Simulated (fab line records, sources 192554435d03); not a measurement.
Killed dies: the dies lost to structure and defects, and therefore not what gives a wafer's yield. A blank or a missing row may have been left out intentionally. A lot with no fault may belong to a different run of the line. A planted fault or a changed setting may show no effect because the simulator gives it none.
Split-lot experiment | flow n5_finfet | on a route of 1938 steps: 7 lots, 21 wafers read

== THE SPLIT ITSELF ==
At N5_SD_EPI_P_ETCH_16 (etches SiO2 in CHF3/O2, target depth 5 nm), the setting target_depth_a was moved away from the recipe's 50 angstrom on 7 of the 21 wafers read, by -10.6% to +8.5%. The other wafers ran this setting at the recipe's value.

The split's own step is where the reading is taken.

== THE READING ==
etch.depth_nm (the simulator's own value, which no gauge read), in nm, at N5_SD_EPI_P_ETCH_16 (etches SiO2 in CHF3/O2, target depth 5 nm). The file does not state a usual value for it. Here, 14 wafers ran the recipe; their average is 5.021 nm with a standard deviation of 0.066 nm.

wafer  | tool, chamber at the split | target_depth_a as run, angstrom | against the recipe | etch.depth_nm, nm | against lot-mates on the recipe
L078.1 | rie_diel-01, 0             | 50                              | recipe             | 5.021             | -
L078.2 | rie_diel-01, 1             | 50                              | recipe             | 5.101             | -
L078.4 | rie_diel-01, 3             | 50                              | recipe             | 5.022             | -
L079.4 | rie_diel-01, 3             | 47.48                           | -5.0%              | 4.771             | -0.346
L079.5 | rie_diel-01, 1             | 50                              | recipe             | 5.117             | -
L079.6 | rie_diel-01, 0             | 47.48                           | -5.0%              | 4.747             | -0.370
L080.2 | rie_diel-01, 3             | 54.27                           | +8.5%              | 5.426             | +0.430
L080.3 | rie_diel-01, 2             | 50                              | recipe             | 4.996             | -
L080.5 | rie_diel-01, 2             | 54.27                           | +8.5%              | 5.44              | +0.444
L081.1 | rie_diel-06, 3             | 46.59                           | -6.8%              | 4.637             | -0.217
L081.2 | rie_diel-06, 1             | 50                              | recipe             | 4.854             | -
L081.3 | rie_diel-06, 2             | 46.59                           | -6.8%              | 4.506             | -0.348
L083.2 | rie_diel-01, 0             | 50                              | recipe             | 5.009             | -
L083.3 | rie_diel-01, 1             | 44.72                           | -10.6%             | 4.559             | -0.462
L083.4 | rie_diel-01, 3             | 50                              | recipe             | 5.033             | -
L084.1 | rie_diel-01, 2             | 50                              | recipe             | 4.992             | -
L084.2 | rie_diel-01, 0             | 50                              | recipe             | 5.035             | -
L084.4 | rie_diel-01, 3             | 50                              | recipe             | 5.094             | -
L095.2 | rie_diel-05, 0             | 50                              | recipe             | 5.069             | -
L095.3 | rie_diel-05, 3             | 50                              | recipe             | 5.01              | -
L095.5 | rie_diel-05, 1             | 50                              | recipe             | 4.935             | -

THE FIT
A straight line over all 21 wafers: etch.depth_nm changes by +0.0512 nm for each +1% of target_depth_a; r = +0.96; the points scatter about the line by 0.071 nm.
The same after taking each lot's own level away (the mean of its wafers on the recipe; 21 wafers): +0.0493 nm for each +1%; r = +0.97; scatter 0.057 nm.
The reading moves by 0.52 nm for the largest change in target_depth_a, on that fit.
Across the lots, their own levels run from 4.8540 to 5.1170 nm, a range of 4.0 times the standard deviation given above.
Consequently the slope shifts little with the lot-to-lot level, the two slopes agreeing.
Check: for one of the wafers moved furthest among these (-10.6%), held out of the fit, the line's prediction against its lot-mates is -0.547 nm. Against them it came out at -0.462 nm.

== THESE WAFERS: OTHER SPLITS ==
Note: prior to the reading, these wafers also went through further splits. Each is held against what the fit with the lots' levels taken away leaves over:
other split on the same wafers            | wafers away from the commonest value | r with etch.depth_nm (lot level and that fit taken away)
N5_ZERO_LAYER_EXPOSE_08 dose_mj           | 7                                    | +0.05
N5_ZERO_LAYER_DEVELOP_10 develop_time_s   | 5                                    | +0.07
N5_PMOS_HMC_CHANNEL_EPI_PEB_07 peb_temp_c | 5                                    | -0.34
N5_PMOS_HMC_CHANNEL_EPI_DESCUM_14 time_s  | 9                                    | +0.19
N5_SD_EPI_N_ETCH_45 target_depth_a        | 7                                    | +0.00
N5_SD_EPI_N_ETCH_16 target_depth_a        | 8                                    | +0.17

== FILE'S OWN FIT ==
etch.depth_nm changes by +0.0481 nm for each +1% of target_depth_a, r = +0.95.
